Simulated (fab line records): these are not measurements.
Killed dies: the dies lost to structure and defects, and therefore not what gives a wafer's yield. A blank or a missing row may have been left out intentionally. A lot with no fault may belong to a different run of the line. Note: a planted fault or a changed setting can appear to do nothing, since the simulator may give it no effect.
fab line records / flow nandHarc
record lots=14 wafers=42 lastDay=25
route steps=1159 shown A_SOURCE_PLATE@423 A_ONON_D1@440 END@1159
lots untouched by any fault: they come from a run of this same line in which no faults occurred
startH: start of the lot's first displayed wafer, in hours after the record's first day / waitH: hours since the lot's step before / " unchanged from the row above / L1.1+2: a row that stands for several wafers / - no value present, or no start provided / * or withheld: withheld / < > ~ a bound
route shown NAME@n: NAME is a module with steps in the file, n the number in the route of the first one / usual: mean/standard deviation taken from wafers without a fault / same: alike in all rows / chamber/n: place in a boat / sites: the reading at each site / _std_site: standard deviation across them / _edge_site: inner sites' mean taken away from outer sites' mean / radiusMm: for every site, how far away it sits from the centre of the wafer / mask NAME#n: copy n / behind: tool/chamber where the wafer was last shaped / hold: why the lot was held/for how many hours/how that ended / device: the transistor (n, p or np) that didn't switch / end of line: the route-end tests of the same wafers / a step given without rows: its recipe and nothing more / killed: dies lost to structure and defects at the first sort, not the wafer's yield / map: a wafer's dies, marking killed ones x, the rest . and places with no die _
set.NAME: the setting that was run; set.NAME@STEP: the one run at that earlier step / model.NAME: the simulator's own value behind a step, which no gauge read
one table for each step of the route and one row for each wafer, over a sample of lots
services: a tool's chamber out of use, with start hour (startH, from the record's first day; less than 0 if before it), hours out, and reason
## steps
# step NHARC_A_SOURCE_PLATE_INSPECT_08
# usual rawDefectCount=62/24
lot.wafer=L512.1 tool=defectInspect-02 chamber=- startH=169.69 waitH=0.0 rawDefectCount=43
lot.wafer=L512.2 tool=defectInspect-02 chamber=- startH=169.69 waitH=0.0 rawDefectCount=47
lot.wafer=L512.5 tool=defectInspect-02 chamber=- startH=169.69 waitH=0.0 rawDefectCount=53
lot.wafer=L514.1 tool=defectInspect-01 chamber=- startH=169.70 waitH=0.0 rawDefectCount=113
lot.wafer=L514.5 tool=defectInspect-01 chamber=- startH=169.70 waitH=0.0 rawDefectCount=92
lot.wafer=L514.6 tool=defectInspect-01 chamber=- startH=169.70 waitH=0.0 rawDefectCount=47
lot.wafer=L513.1 tool=defectInspect-02 chamber=- startH=169.72 waitH=0.0 rawDefectCount=78
lot.wafer=L513.2 tool=defectInspect-02 chamber=- startH=169.72 waitH=0.0 rawDefectCount=88
lot.wafer=L513.4 tool=defectInspect-02 chamber=- startH=169.72 waitH=0.0 rawDefectCount=116
lot.wafer=L517.1 tool=defectInspect-01 chamber=- startH=179.49 waitH=0.0 rawDefectCount=68
lot.wafer=L517.4 tool=defectInspect-01 chamber=- startH=179.49 waitH=0.0 rawDefectCount=60
lot.wafer=L517.6 tool=defectInspect-01 chamber=- startH=179.49 waitH=0.0 rawDefectCount=54
lot.wafer=L515.1 tool=defectInspect-02 chamber=- startH=179.51 waitH=0.0 rawDefectCount=61
lot.wafer=L515.3 tool=defectInspect-02 chamber=- startH=179.51 waitH=0.0 rawDefectCount=62
lot.wafer=L515.6 tool=defectInspect-02 chamber=- startH=179.51 waitH=0.0 rawDefectCount=41
lot.wafer=L516.3 tool=defectInspect-02 chamber=- startH=186.41 waitH=0.0 rawDefectCount=42
lot.wafer=L516.4 tool=defectInspect-02 chamber=- startH=186.41 waitH=0.0 rawDefectCount=50
lot.wafer=L516.5 tool=defectInspect-02 chamber=- startH=186.41 waitH=0.0 rawDefectCount=74
lot.wafer=L519.2 tool=defectInspect-01 chamber=- startH=196.23 waitH=0.0 rawDefectCount=69
lot.wafer=L519.3 tool=defectInspect-01 chamber=- startH=196.23 waitH=0.0 rawDefectCount=45
lot.wafer=L519.4 tool=defectInspect-01 chamber=- startH=196.23 waitH=0.0 rawDefectCount=65
lot.wafer=L518.1 tool=defectInspect-01 chamber=- startH=196.26 waitH=0.0 rawDefectCount=101
lot.wafer=L518.5 tool=defectInspect-01 chamber=- startH=196.26 waitH=0.0 rawDefectCount=80
lot.wafer=L518.6 tool=defectInspect-01 chamber=- startH=196.26 waitH=0.0 rawDefectCount=67
lot.wafer=L522.1 tool=defectInspect-02 chamber=- startH=208.88 waitH=0.0 rawDefectCount=36
lot.wafer=L522.4 tool=defectInspect-02 chamber=- startH=208.88 waitH=0.0 rawDefectCount=55
lot.wafer=L522.6 tool=defectInspect-02 chamber=- startH=208.88 waitH=0.0 rawDefectCount=58
lot.wafer=L524.1 tool=defectInspect-01 chamber=- startH=236.83 waitH=0.0 rawDefectCount=74
lot.wafer=L524.5 tool=defectInspect-01 chamber=- startH=236.83 waitH=0.0 rawDefectCount=54
lot.wafer=L524.6 tool=defectInspect-01 chamber=- startH=236.83 waitH=0.0 rawDefectCount=55
lot.wafer=L525.1 tool=defectInspect-02 chamber=- startH=236.84 waitH=0.0 rawDefectCount=75
lot.wafer=L525.3 tool=defectInspect-02 chamber=- startH=236.84 waitH=0.0 rawDefectCount=49
lot.wafer=L525.5 tool=defectInspect-02 chamber=- startH=236.84 waitH=0.0 rawDefectCount=113
lot.wafer=L529.1 tool=defectInspect-01 chamber=- startH=260.61 waitH=0.0 rawDefectCount=53
lot.wafer=L529.3 tool=defectInspect-01 chamber=- startH=260.61 waitH=0.0 rawDefectCount=42
lot.wafer=L529.4 tool=defectInspect-01 chamber=- startH=260.61 waitH=0.0 rawDefectCount=82
lot.wafer=L532.3 tool=defectInspect-02 chamber=- startH=283.24 waitH=0.0 rawDefectCount=31
lot.wafer=L532.4 tool=defectInspect-02 chamber=- startH=283.24 waitH=0.0 rawDefectCount=57
lot.wafer=L532.5 tool=defectInspect-02 chamber=- startH=283.24 waitH=0.0 rawDefectCount=52
lot.wafer=L534.3 tool=defectInspect-02 chamber=- startH=290.64 waitH=0.0 rawDefectCount=135
lot.wafer=L534.5 tool=defectInspect-02 chamber=- startH=290.64 waitH=0.0 rawDefectCount=85
lot.wafer=L534.6 tool=defectInspect-02 chamber=- startH=290.64 waitH=0.0 rawDefectCount=96
# step NHARC_A_ONON_D1_DEP_22
# recipe targetThkA=10000 n2FlowSccm=2750 n2oFlowSccm=2000 nh3FlowSccm=500 sih4FlowSccm=210 tempC=400
# usual nh3FlowSccm=499.8/1.4
lot.wafer=L514.1 tool=pecvdOnon-04 chamber=0 startH=180.28 waitH=0.1 nh3FlowSccm=502.3
lot.wafer=L514.5 tool=pecvdOnon-04 chamber=0 startH=180.28 waitH=0.1 nh3FlowSccm=502.1
lot.wafer=L514.6 tool=pecvdOnon-04 chamber=0 startH=180.28 waitH=0.1 nh3FlowSccm=498.7
lot.wafer=L512.1 tool=pecvdOnon-02 chamber=0 startH=180.48 waitH=0.1 nh3FlowSccm=500.0
lot.wafer=L512.2 tool=pecvdOnon-02 chamber=0 startH=180.48 waitH=0.1 nh3FlowSccm=498.6
lot.wafer=L512.5 tool=pecvdOnon-02 chamber=0 startH=180.48 waitH=0.1 nh3FlowSccm=498.2
lot.wafer=L513.1 tool=pecvdOnon-03 chamber=0 startH=180.60 waitH=0.2 nh3FlowSccm=499.0
lot.wafer=L513.2 tool=pecvdOnon-03 chamber=0 startH=180.60 waitH=0.2 nh3FlowSccm=497.1
lot.wafer=L513.4 tool=pecvdOnon-03 chamber=0 startH=180.60 waitH=0.2 nh3FlowSccm=499.4
lot.wafer=L515.1 tool=pecvdOnon-04 chamber=0 startH=190.75 waitH=0.1 nh3FlowSccm=500.9
lot.wafer=L515.3 tool=pecvdOnon-04 chamber=0 startH=190.75 waitH=0.1 nh3FlowSccm=500.2
lot.wafer=L515.6 tool=pecvdOnon-04 chamber=0 startH=190.75 waitH=0.1 nh3FlowSccm=499.3
lot.wafer=L517.1 tool=pecvdOnon-02 chamber=0 startH=190.75 waitH=0.1 nh3FlowSccm=499.9
lot.wafer=L517.4 tool=pecvdOnon-02 chamber=0 startH=190.75 waitH=0.1 nh3FlowSccm=500.0
lot.wafer=L517.6 tool=pecvdOnon-02 chamber=0 startH=190.75 waitH=0.1 nh3FlowSccm=499.0
lot.wafer=L516.3 tool=pecvdOnon-04 chamber=0 startH=197.32 waitH=0.2 nh3FlowSccm=500.9
lot.wafer=L516.4 tool=pecvdOnon-04 chamber=0 startH=197.32 waitH=0.2 nh3FlowSccm=499.2
lot.wafer=L516.5 tool=pecvdOnon-04 chamber=0 startH=197.32 waitH=0.2 nh3FlowSccm=501.4
lot.wafer=L518.1 tool=pecvdOnon-02 chamber=0 startH=206.85 waitH=0.1 nh3FlowSccm=499.2
lot.wafer=L518.5 tool=pecvdOnon-02 chamber=0 startH=206.85 waitH=0.1 nh3FlowSccm=498.0
lot.wafer=L518.6 tool=pecvdOnon-02 chamber=0 startH=206.85 waitH=0.1 nh3FlowSccm=497.2
lot.wafer=L519.2 tool=pecvdOnon-04 chamber=0 startH=206.91 waitH=0.1 nh3FlowSccm=499.7
lot.wafer=L519.3 tool=pecvdOnon-04 chamber=0 startH=206.91 waitH=0.1 nh3FlowSccm=499.7
lot.wafer=L519.4 tool=pecvdOnon-04 chamber=0 startH=206.91 waitH=0.1 nh3FlowSccm=499.7
lot.wafer=L522.1 tool=pecvdOnon-02 chamber=0 startH=221.84 waitH=0.1 nh3FlowSccm=501.5
lot.wafer=L522.4 tool=pecvdOnon-02 chamber=0 startH=221.84 waitH=0.1 nh3FlowSccm=501.1
lot.wafer=L522.6 tool=pecvdOnon-02 chamber=0 startH=221.84 waitH=0.1 nh3FlowSccm=501.5
lot.wafer=L525.1 tool=pecvdOnon-02 chamber=0 startH=249.51 waitH=0.2 nh3FlowSccm=501.0
lot.wafer=L525.3 tool=pecvdOnon-02 chamber=0 startH=249.51 waitH=0.2 nh3FlowSccm=500.6
lot.wafer=L525.5 tool=pecvdOnon-02 chamber=0 startH=249.51 waitH=0.2 nh3FlowSccm=500.7
lot.wafer=L524.1 tool=pecvdOnon-02 chamber=0 startH=249.86 waitH=0.2 nh3FlowSccm=498.2
lot.wafer=L524.5 tool=pecvdOnon-02 chamber=0 startH=249.86 waitH=0.2 nh3FlowSccm=502.0
lot.wafer=L524.6 tool=pecvdOnon-02 chamber=0 startH=249.86 waitH=0.2 nh3FlowSccm=499.4
lot.wafer=L529.1 tool=pecvdOnon-03 chamber=0 startH=272.82 waitH=0.1 nh3FlowSccm=500.7
lot.wafer=L529.3 tool=pecvdOnon-03 chamber=0 startH=272.82 waitH=0.1 nh3FlowSccm=501.8
lot.wafer=L529.4 tool=pecvdOnon-03 chamber=0 startH=272.82 waitH=0.1 nh3FlowSccm=502.1
lot.wafer=L532.3 tool=pecvdOnon-04 chamber=0 startH=294.64 waitH=0.2 nh3FlowSccm=498.7
lot.wafer=L532.4 tool=pecvdOnon-04 chamber=0 startH=294.64 waitH=0.2 nh3FlowSccm=499.6
lot.wafer=L532.5 tool=pecvdOnon-04 chamber=0 startH=294.64 waitH=0.2 nh3FlowSccm=497.8
lot.wafer=L534.3 tool=pecvdOnon-04 chamber=0 startH=304.59 waitH=0.7 nh3FlowSccm=500.9
lot.wafer=L534.5 tool=pecvdOnon-04 chamber=0 startH=304.59 waitH=0.7 nh3FlowSccm=501.1
lot.wafer=L534.6 tool=pecvdOnon-04 chamber=0 startH=304.59 waitH=0.7 nh3FlowSccm=500.1
# step NHARC_A_ONON_D1_THK_MEAS_24
# recipe thkMeasGauge=ellipsometry
# usual thkNm=1002/8.8
lot.wafer=L514.1 tool=filmMetro-01 chamber=- startH=180.79 waitH=- thkNm=991
lot.wafer=L514.5 tool=filmMetro-01 chamber=- startH=180.79 waitH=- thkNm=991
lot.wafer=L514.6 tool=filmMetro-01 chamber=- startH=180.79 waitH=- thkNm=993
lot.wafer=L512.1 tool=filmMetro-02 chamber=- startH=180.99 waitH=- thkNm=988
lot.wafer=L512.2 tool=filmMetro-02 chamber=- startH=180.99 waitH=- thkNm=987
lot.wafer=L512.5 tool=filmMetro-02 chamber=- startH=180.99 waitH=- thkNm=986
lot.wafer=L513.1 tool=filmMetro-01 chamber=- startH=181.11 waitH=- thkNm=1011
lot.wafer=L513.2 tool=filmMetro-01 chamber=- startH=181.11 waitH=- thkNm=1012
lot.wafer=L513.4 tool=filmMetro-01 chamber=- startH=181.11 waitH=- thkNm=1012
lot.wafer=L517.1 tool=filmMetro-02 chamber=- startH=191.26 waitH=- thkNm=991
lot.wafer=L517.4 tool=filmMetro-02 chamber=- startH=191.26 waitH=- thkNm=993
lot.wafer=L517.6 tool=filmMetro-02 chamber=- startH=191.26 waitH=- thkNm=992
lot.wafer=L515.1 tool=filmMetro-01 chamber=- startH=191.26 waitH=- thkNm=998
lot.wafer=L515.3 tool=filmMetro-01 chamber=- startH=191.26 waitH=- thkNm=996
lot.wafer=L515.6 tool=filmMetro-01 chamber=- startH=191.26 waitH=- thkNm=994
lot.wafer=L516.3 tool=filmMetro-02 chamber=- startH=197.72 waitH=- thkNm=1003
lot.wafer=L516.4 tool=filmMetro-02 chamber=- startH=197.72 waitH=- thkNm=1003
lot.wafer=L516.5 tool=filmMetro-02 chamber=- startH=197.72 waitH=- thkNm=1004
lot.wafer=L519.2 tool=filmMetro-02 chamber=- startH=207.36 waitH=- thkNm=1024
lot.wafer=L519.3 tool=filmMetro-02 chamber=- startH=207.36 waitH=- thkNm=1026
lot.wafer=L519.4 tool=filmMetro-02 chamber=- startH=207.36 waitH=- thkNm=1026
lot.wafer=L518.1 tool=filmMetro-01 chamber=- startH=207.36 waitH=- thkNm=1004
lot.wafer=L518.5 tool=filmMetro-01 chamber=- startH=207.36 waitH=- thkNm=1005
lot.wafer=L518.6 tool=filmMetro-01 chamber=- startH=207.36 waitH=- thkNm=1007
lot.wafer=L522.1 tool=filmMetro-02 chamber=- startH=222.35 waitH=- thkNm=996
lot.wafer=L522.4 tool=filmMetro-02 chamber=- startH=222.35 waitH=- thkNm=997
lot.wafer=L522.6 tool=filmMetro-02 chamber=- startH=222.35 waitH=- thkNm=998
lot.wafer=L525.1 tool=filmMetro-02 chamber=- startH=250.02 waitH=- thkNm=1003
lot.wafer=L525.3 tool=filmMetro-02 chamber=- startH=250.02 waitH=- thkNm=1004
lot.wafer=L525.5 tool=filmMetro-02 chamber=- startH=250.02 waitH=- thkNm=1002
lot.wafer=L524.1 tool=filmMetro-02 chamber=- startH=250.36 waitH=- thkNm=1003
lot.wafer=L524.5 tool=filmMetro-02 chamber=- startH=250.36 waitH=- thkNm=1006
lot.wafer=L524.6 tool=filmMetro-02 chamber=- startH=250.36 waitH=- thkNm=1004
lot.wafer=L529.1 tool=filmMetro-02 chamber=- startH=273.33 waitH=- thkNm=1002
lot.wafer=L529.3 tool=filmMetro-02 chamber=- startH=273.33 waitH=- thkNm=1001
lot.wafer=L529.4 tool=filmMetro-02 chamber=- startH=273.33 waitH=- thkNm=1001
lot.wafer=L532.3 tool=filmMetro-01 chamber=- startH=295.04 waitH=- thkNm=1774
lot.wafer=L532.4 tool=filmMetro-01 chamber=- startH=295.04 waitH=- thkNm=1774
lot.wafer=L532.5 tool=filmMetro-01 chamber=- startH=295.04 waitH=- thkNm=1775
lot.wafer=L534.3 tool=filmMetro-02 chamber=- startH=304.99 waitH=- thkNm=1758
lot.wafer=L534.5 tool=filmMetro-02 chamber=- startH=304.99 waitH=- thkNm=1759
lot.wafer=L534.6 tool=filmMetro-02 chamber=- startH=304.99 waitH=- thkNm=1758
# step NHARC_A_ONON_D1_DEP_33
# recipe targetThkA=2000 tempC=400 pressureTorr=6.5 rfW=900 teosFlowSccm=161.4 flowSccm=2650 targetThkNm=200 gas=O2 material=SiO2
# usual heaterPowerW=552/94 mfcPrecursorSccm=161.4/0.48 throttleValvePct=15.9/0.37
lot.wafer=L514.1 tool=pecvd-02 chamber=0 startH=182.20 waitH=0.1 heaterPowerW=432 mfcPrecursorSccm=161.0 throttleValvePct=15.3
lot.wafer=L514.6 tool=pecvd-02 chamber=2 startH=182.20 waitH=0.1 heaterPowerW=736 mfcPrecursorSccm=162.0 throttleValvePct=15.7
lot.wafer=L514.5 tool=pecvd-02 chamber=0 startH=182.20 waitH=0.1 heaterPowerW=438 mfcPrecursorSccm=161.7 throttleValvePct=15.5
lot.wafer=L512.2 tool=pecvd-03 chamber=1 startH=182.29 waitH=0.1 heaterPowerW=628 mfcPrecursorSccm=161.6 throttleValvePct=16.1
lot.wafer=L512.1 tool=pecvd-03 chamber=2 startH=182.29 waitH=0.1 heaterPowerW=588 mfcPrecursorSccm=161.9 throttleValvePct=15.7
lot.wafer=L512.5 tool=pecvd-03 chamber=0 startH=182.29 waitH=0.1 heaterPowerW=533 mfcPrecursorSccm=160.3 throttleValvePct=15.2
lot.wafer=L513.2 tool=pecvd-01 chamber=0 startH=182.41 waitH=0.1 heaterPowerW=526 mfcPrecursorSccm=161.5 throttleValvePct=16.8
lot.wafer=L513.1 tool=pecvd-01 chamber=1 startH=182.41 waitH=0.1 heaterPowerW=610 mfcPrecursorSccm=161.0 throttleValvePct=16.2
lot.wafer=L513.4 tool=pecvd-01 chamber=1 startH=182.41 waitH=0.1 heaterPowerW=617 mfcPrecursorSccm=162.1 throttleValvePct=16.5
lot.wafer=L515.1 tool=pecvd-02 chamber=1 startH=192.53 waitH=0.1 heaterPowerW=522 mfcPrecursorSccm=161.1 throttleValvePct=15.5
lot.wafer=L515.3 tool=pecvd-02 chamber=2 startH=192.53 waitH=0.1 heaterPowerW=752 mfcPrecursorSccm=161.8 throttleValvePct=15.9
lot.wafer=L515.6 tool=pecvd-02 chamber=2 startH=192.53 waitH=0.1 heaterPowerW=748 mfcPrecursorSccm=161.7 throttleValvePct=15.9
lot.wafer=L517.1 tool=pecvd-03 chamber=2 startH=192.54 waitH=0.1 heaterPowerW=609 mfcPrecursorSccm=161.5 throttleValvePct=15.6
lot.wafer=L517.6 tool=pecvd-03 chamber=1 startH=192.54 waitH=0.1 heaterPowerW=648 mfcPrecursorSccm=161.3 throttleValvePct=16.2
lot.wafer=L517.4 tool=pecvd-03 chamber=2 startH=192.54 waitH=0.1 heaterPowerW=622 mfcPrecursorSccm=162.0 throttleValvePct=15.5
lot.wafer=L516.3 tool=pecvd-02 chamber=2 startH=198.96 waitH=0.1 heaterPowerW=657 mfcPrecursorSccm=162.0 throttleValvePct=16.0
lot.wafer=L516.4 tool=pecvd-02 chamber=2 startH=198.96 waitH=0.1 heaterPowerW=676 mfcPrecursorSccm=161.2 throttleValvePct=16.1
lot.wafer=L516.5 tool=pecvd-02 chamber=1 startH=198.96 waitH=0.1 heaterPowerW=581 mfcPrecursorSccm=161.7 throttleValvePct=15.9
lot.wafer=L519.3 tool=pecvd-02 chamber=1 startH=208.55 waitH=0.1 heaterPowerW=592 mfcPrecursorSccm=162.3 throttleValvePct=15.9
lot.wafer=L519.2 tool=pecvd-02 chamber=2 startH=208.55 waitH=0.1 heaterPowerW=601 mfcPrecursorSccm=161.2 throttleValvePct=16.0
lot.wafer=L519.4 tool=pecvd-02 chamber=1 startH=208.55 waitH=0.1 heaterPowerW=445 mfcPrecursorSccm=161.8 throttleValvePct=15.7
lot.wafer=L518.1 tool=pecvd-01 chamber=0 startH=208.66 waitH=0.1 heaterPowerW=500 mfcPrecursorSccm=161.1 throttleValvePct=16.8
lot.wafer=L518.5 tool=pecvd-01 chamber=1 startH=208.66 waitH=0.1 heaterPowerW=538 mfcPrecursorSccm=162.0 throttleValvePct=16.2
lot.wafer=L518.6 tool=pecvd-01 chamber=0 startH=208.66 waitH=0.1 heaterPowerW=521 mfcPrecursorSccm=161.4 throttleValvePct=16.8
lot.wafer=L522.1 tool=pecvd-02 chamber=0 startH=223.66 waitH=0.1 heaterPowerW=441 mfcPrecursorSccm=161.0 throttleValvePct=15.5
lot.wafer=L522.6 tool=pecvd-02 chamber=1 startH=223.66 waitH=0.1 heaterPowerW=478 mfcPrecursorSccm=161.4 throttleValvePct=16.0
lot.wafer=L522.4 tool=pecvd-02 chamber=2 startH=223.66 waitH=0.1 heaterPowerW=658 mfcPrecursorSccm=161.2 throttleValvePct=16.3
lot.wafer=L525.3 tool=pecvd-02 chamber=1 startH=251.34 waitH=0.1 heaterPowerW=485 mfcPrecursorSccm=160.7 throttleValvePct=15.9
lot.wafer=L525.1 tool=pecvd-02 chamber=2 startH=251.34 waitH=0.1 heaterPowerW=663 mfcPrecursorSccm=160.9 throttleValvePct=15.9
lot.wafer=L525.5 tool=pecvd-02 chamber=2 startH=251.34 waitH=0.1 heaterPowerW=712 mfcPrecursorSccm=161.3 throttleValvePct=16.1
lot.wafer=L524.1 tool=pecvd-03 chamber=0 startH=251.70 waitH=0.2 heaterPowerW=402 mfcPrecursorSccm=162.0 throttleValvePct=15.5
lot.wafer=L524.6 tool=pecvd-03 chamber=2 startH=251.70 waitH=0.2 heaterPowerW=642 mfcPrecursorSccm=161.4 throttleValvePct=15.4
lot.wafer=L524.5 tool=pecvd-03 chamber=1 startH=251.70 waitH=0.2 heaterPowerW=654 mfcPrecursorSccm=161.3 throttleValvePct=16.3
lot.wafer=L529.3 tool=pecvd-02 chamber=2 startH=274.53 waitH=0.1 heaterPowerW=730 mfcPrecursorSccm=161.9 throttleValvePct=16.0
lot.wafer=L529.1 tool=pecvd-02 chamber=1 startH=274.53 waitH=0.1 heaterPowerW=501 mfcPrecursorSccm=161.7 throttleValvePct=16.2
lot.wafer=L529.4 tool=pecvd-02 chamber=0 startH=274.53 waitH=0.1 heaterPowerW=366 mfcPrecursorSccm=161.2 throttleValvePct=15.6
lot.wafer=L532.3 tool=pecvd-01 chamber=1 startH=296.32 waitH=0.1 heaterPowerW=587 mfcPrecursorSccm=161.0 throttleValvePct=16.7
lot.wafer=L532.5 tool=pecvd-01 chamber=2 startH=296.32 waitH=0.1 heaterPowerW=536 mfcPrecursorSccm=161.3 throttleValvePct=15.9
lot.wafer=L532.4 tool=pecvd-01 chamber=0 startH=296.32 waitH=0.1 heaterPowerW=548 mfcPrecursorSccm=161.4 throttleValvePct=16.4
lot.wafer=L534.3 tool=pecvd-03 chamber=1 startH=306.40 waitH=0.1 heaterPowerW=584 mfcPrecursorSccm=160.9 throttleValvePct=15.8
lot.wafer=L534.5 tool=pecvd-03 chamber=0 startH=306.40 waitH=0.1 heaterPowerW=499 mfcPrecursorSccm=161.4 throttleValvePct=15.6
lot.wafer=L534.6 tool=pecvd-03 chamber=1 startH=306.40 waitH=0.1 heaterPowerW=585 mfcPrecursorSccm=161.6 throttleValvePct=15.9
# step NHARC_END_SORT_01
# recipe tempC=25
# usual killedAtArray=28/8.6 killedAtOther=0.7/1.2 killedAtPeriphery=3.1/2.3 killedDies=32/8.7 killedOpen=3.2/1.7 killedShort=2.0/1.5
# same grossDies=677
lot.wafer=L532.3 tool=prober-01 chamber=0 startH=572.19 waitH=3.1 killedAtArray=675 killedAtOther=0 killedAtPeriphery=2 killedDies=677 killedOpen=3 killedShort=1
lot.wafer=L532.4 tool=prober-01 chamber=0 startH=572.99 waitH=3.4 killedAtArray=673 killedAtOther=0 killedAtPeriphery=4 killedDies=677 killedOpen=2 killedShort=2
lot.wafer=L532.5 tool=prober-01 chamber=0 startH=573.80 waitH=3.7 killedAtArray=675 killedAtOther=0 killedAtPeriphery=2 killedDies=677 killedOpen=3 killedShort=1
lot.wafer=L534.3 tool=prober-01 chamber=0 startH=591.85 waitH=3.1 killedAtArray=671 killedAtOther=0 killedAtPeriphery=6 killedDies=677 killedOpen=2 killedShort=5
lot.wafer=L534.5 tool=prober-01 chamber=0 startH=593.47 waitH=3.8 killedAtArray=672 killedAtOther=0 killedAtPeriphery=5 killedDies=677 killedOpen=1 killedShort=0
lot.wafer=L534.6 tool=prober-01 chamber=0 startH=594.28 waitH=4.1 killedAtArray=669 killedAtOther=0 killedAtPeriphery=8 killedDies=677 killedOpen=2 killedShort=0
# killed by level:class
L532.3 A_ONON_D1:areaDep=648 A_CHANNEL_HOLE_D1:chamberFilmFlake=17 A_STAIRCASE:chamberFilmFlake=4 A_CONTACT:geometricParticle:open=2 P_M0:geometricParticle:open=1 A_SGD_CUT:geometricParticle:short=1 P_ZERO_WELL:chamberFilmFlake=1 A_SLIT:chamberFilmFlake=1
L532.4 A_ONON_D1:areaDep=645 A_CHANNEL_HOLE_D1:chamberFilmFlake=23 P_GATE:chamberFilmFlake=3 A_ONON_D1:geometricParticle:open=1 A_CHANNEL_HOLE_D1:geometricParticle:short=1 A_WL_FILL:geometricParticle:short=1 A_CONTACT:geometricParticle:open=1 P_ZERO_WELL:chamberFilmFlake=1
L532.5 A_ONON_D1:areaDep=644 A_CHANNEL_HOLE_D1:chamberFilmFlake=24 A_STAIRCASE:chamberFilmFlake=2 P_M1:geometricParticle:open=1 A_ONON_D1:geometricParticle:open=1 A_SLIT:geometricParticle:short=1 A_M0:geometricParticle:open=1 P_GATE:chamberFilmFlake=1
L534.3 A_ONON_D1:areaDep=648 A_CHANNEL_HOLE_D1:chamberFilmFlake=12 A_CONTACT:chamberFilmFlake=3 P_M0:chamberFilmFlake=2 P_BONDPAD:chamberFilmFlake=2 A_STAIRCASE:chamberFilmFlake=2 P_CONTACT:geometricParticle:short=1 A_SOURCE_PLATE:geometricParticle:short=1
L534.5 A_ONON_D1:areaDep=654 A_CHANNEL_HOLE_D1:chamberFilmFlake=7 A_SLIT:chamberFilmFlake=5 A_CONTACT:chamberFilmFlake=4 P_BONDPAD:geometricParticle:open=1 P_STI:chamberFilmFlake=1 P_GATE:chamberFilmFlake=1 P_M0:chamberFilmFlake=1
L534.6 A_ONON_D1:areaDep=643 A_CHANNEL_HOLE_D1:chamberFilmFlake=17 P_M0:chamberFilmFlake=4 A_SLIT:chamberFilmFlake=4 A_STAIRCASE:chamberFilmFlake=2 A_CONTACT:chamberFilmFlake=2 P_CONTACT:geometricParticle:open=1 P_M0:geometricParticle:open=1
## services
tool=pecvd-02 chamber=2 startH=164.78 hours=2.7 kind=repair
tool=pecvd-02 chamber=0 startH=166.07 hours=- kind=clean
tool=pecvd-02 chamber=1 startH=166.07 hours=- kind=clean
tool=pecvdOnon-03 chamber=- startH=220.43 hours=0.0 kind=repair
tool=pecvdOnon-04 chamber=- startH=237.25 hours=13.0 kind=pm
tool=pecvd-01 chamber=- startH=237.61 hours=13.0 kind=pm
tool=pecvd-01 chamber=0 startH=237.61 hours=13.0 kind=ventCycle
tool=pecvd-01 chamber=1 startH=237.61 hours=13.0 kind=ventCycle
tool=pecvd-01 chamber=2 startH=237.61 hours=13.0 kind=ventCycle
tool=pecvd-03 chamber=0 startH=244.96 hours=4.7 kind=repair
tool=pecvd-01 chamber=0 startH=250.61 hours=- kind=clean
tool=pecvd-01 chamber=1 startH=250.61 hours=- kind=clean
tool=pecvd-03 chamber=1 startH=260.67 hours=5.3 kind=repair
tool=pecvd-02 chamber=- startH=279.32 hours=0.7 kind=repair
tool=pecvd-03 chamber=- startH=282.53 hours=3.5 kind=repair
tool=pecvdOnon-02 chamber=- startH=292.20 hours=13.0 kind=pm
tool=pecvd-03 chamber=- startH=292.28 hours=13.0 kind=pm
tool=pecvd-03 chamber=0 startH=292.28 hours=13.0 kind=ventCycle
tool=pecvd-03 chamber=1 startH=292.28 hours=13.0 kind=ventCycle
tool=pecvd-03 chamber=2 startH=292.28 hours=13.0 kind=ventCycle
tool=pecvdOnon-03 chamber=- startH=301.78 hours=4.3 kind=repair
tool=pecvd-03 chamber=0 startH=305.28 hours=- kind=clean
tool=pecvd-03 chamber=1 startH=305.28 hours=- kind=clean
tool=pecvd-03 chamber=2 startH=305.28 hours=- kind=clean
## key
firstSign step=NHARC_A_ONON_D1_THK_MEAS_24 reading=thkNm direction=up sigmas=87 usual=1002 struck=1766
effect step=NHARC_END_SORT_01 reading=killedAtArray direction=up sigmas=75 usual=28 struck=672
moreKillsBornAt NHARC_A_ONON_D1_DEP_22@pecvdOnon-04=3882
metAt NHARC_A_ONON_D1_DEP_22
struckLots L532,L534
laterRowsLeftOut L532.3,L532.4,L532.5,L534.3,L534.5,L534.6
testerLeftOut L532,L534
notActingAt NHARC_A_SOURCE_PLATE_INSPECT_08,NHARC_A_ONON_D1_DEP_33
onsetBetween 206.91 294.64
alsoFits time
fault kind=processParameterDrift tool=pecvdOnon-04 chamber=- onsetH=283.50 steps=NHARC_A_ONON_D1_DEP_22 channel=targetThkA offset=* shape=step endH=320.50 actsIn=* stated=*
# testerLeftOut: of these lots the tester's yield and bins aren't shown, on N5 and GAA mostly nor the transistor test; their killed dies are dies lost to structure and defects alone, not to doping, threshold or leakage, so they don't give the yield
# laterRowsLeftOut: the simulator's readings of these wafers behind a module that went badly wrong aren't trusted and aren't shown, but for the sort
